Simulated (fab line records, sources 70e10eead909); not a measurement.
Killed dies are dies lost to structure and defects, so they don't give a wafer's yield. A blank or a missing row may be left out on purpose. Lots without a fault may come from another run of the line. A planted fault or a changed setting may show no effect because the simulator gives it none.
A struck lot beside a sound one | flow nand_harc | 14 steps out of a route of 1302
Sound: wafers L639.2, L639.3, L639.5. Struck: wafers L642.2, L642.4, L642.5. The cause comes at the end.
At each step with rows: each side's tool, then ch and its chambers, then its first start. Under that, the readings that differ: sound wafers | struck wafers | difference of the means | sigmas: that difference in standard deviations of wafers without a fault.
alike: readings whose means differ by less than 2 such deviations, and words and numbers that are the same on both sides. not compared: withheld readings, readings that some wafer has no value for, bounds like >300 that may hide the same value, and numbers for which the record gives no deviation and whose values overlap.
The two part at a step that has a row with sigmas, a row that says differs or no value, or rows on one side only. Numbers that don't overlap but have no deviation are shown without sigmas and don't part them. A reading that every wafer of one side lacks parts them only if that side has two wafers or more.

first, 8 steps without rows for these wafers: NHARC_P_M2_HMDS_02 (time 30 s); NHARC_P_M2_COAT_34 (time 65 s); NHARC_P_M2_COAT_03 (resist thk 90 nm); NHARC_P_M2_SOFTBAKE_04 (time 55 s); NHARC_P_M2_EBR_05; NHARC_P_M2_EXPOSE_06 (exposes mask P M2, target cd 170 nm); NHARC_P_M2_PEB_07 (peb time 65 s); NHARC_P_M2_DEVELOP_08 (develop time 35 s).
NHARC_P_M2_CD_MEAS_09: target cd 170 nm.
  sound on cd_sem-02 ch 0, day 8 12:04; struck on cd_sem-03 ch 0, day 9 18:13
  alike: cd_nm
NHARC_P_M2_OVL_MEAS_10: pitch 340 nm.
  sound on overlay-01, day 8 12:09; struck on overlay-02, day 9 18:17
  reading           | sound          | struck      | difference | sigmas
  overlay_y_nm (nm) | -1.9 -1.8 -2.2 | 1.2 0.9 1.5 | +3.2       | +3
  alike: overlay_x_nm
NHARC_P_M2_DESCUM_14: chemistry O2, time 3 s.
  sound on rie_diel-03 ch 0,1,2, day 8 12:16; struck on rie_diel-03 ch 1,2, day 9 18:24
  alike: drypump_motor_current_A, o2_flow_sccm, oes_product_au, rf_vpp_V, showerhead_plenum_p_Torr, throttle_valve_pct
  not compared: rf_hours_counter_h
NHARC_P_M2_ETCH_35: etches the open film in N2/H2, target depth 40 nm, overetch 12 nm, time 43.94 s.
  sound on rie_diel-03 ch 0,3, day 8 12:20; struck on rie_diel-03 ch 0,1,2, day 9 18:30
  reading            | sound             | struck         | difference                    | sigmas
  rf_fwd_power_W (W) | 393.9 394.1 394.0 | - - -          | no value on the struck wafers |
  run_length_s (s)   | 65.0 65.3 65.3    | 55.6 55.3 55.7 | -9.7                          | -30
  alike: drypump_motor_current_A, n2_flow_sccm, oes_product_au, rf_vpp_V, showerhead_plenum_p_Torr, throttle_valve_pct
  not compared: rf_hours_counter_h
NHARC_P_M2_ETCH_15: etches the open film in C4F8/Ar, target depth 182.5 nm, time 91.2 s.
  sound on rie_diel-03 ch 1,2,3; struck on rie_diel-03 ch 0,1,2
  alike: oes_product_au, rf_fwd_power_W, rf_vpp_V, run_length_s
  not compared: rf_hours_counter_h
-- the record jumps here: 18 days lie between the struck wafers' starts before and after (it left off in module P_M2 and takes up again in module END, whose first step shown is number 1302 of the route) --
NHARC_END_SORT_01:
  the record has rows for the struck wafers here (prober-01 ch 0, day 27 17:38) and none for the sound ones

WHERE THEY PART
First at NHARC_P_M2_OVL_MEAS_10; last, within this record, at NHARC_END_SORT_01.

WHY: what the simulator had put in
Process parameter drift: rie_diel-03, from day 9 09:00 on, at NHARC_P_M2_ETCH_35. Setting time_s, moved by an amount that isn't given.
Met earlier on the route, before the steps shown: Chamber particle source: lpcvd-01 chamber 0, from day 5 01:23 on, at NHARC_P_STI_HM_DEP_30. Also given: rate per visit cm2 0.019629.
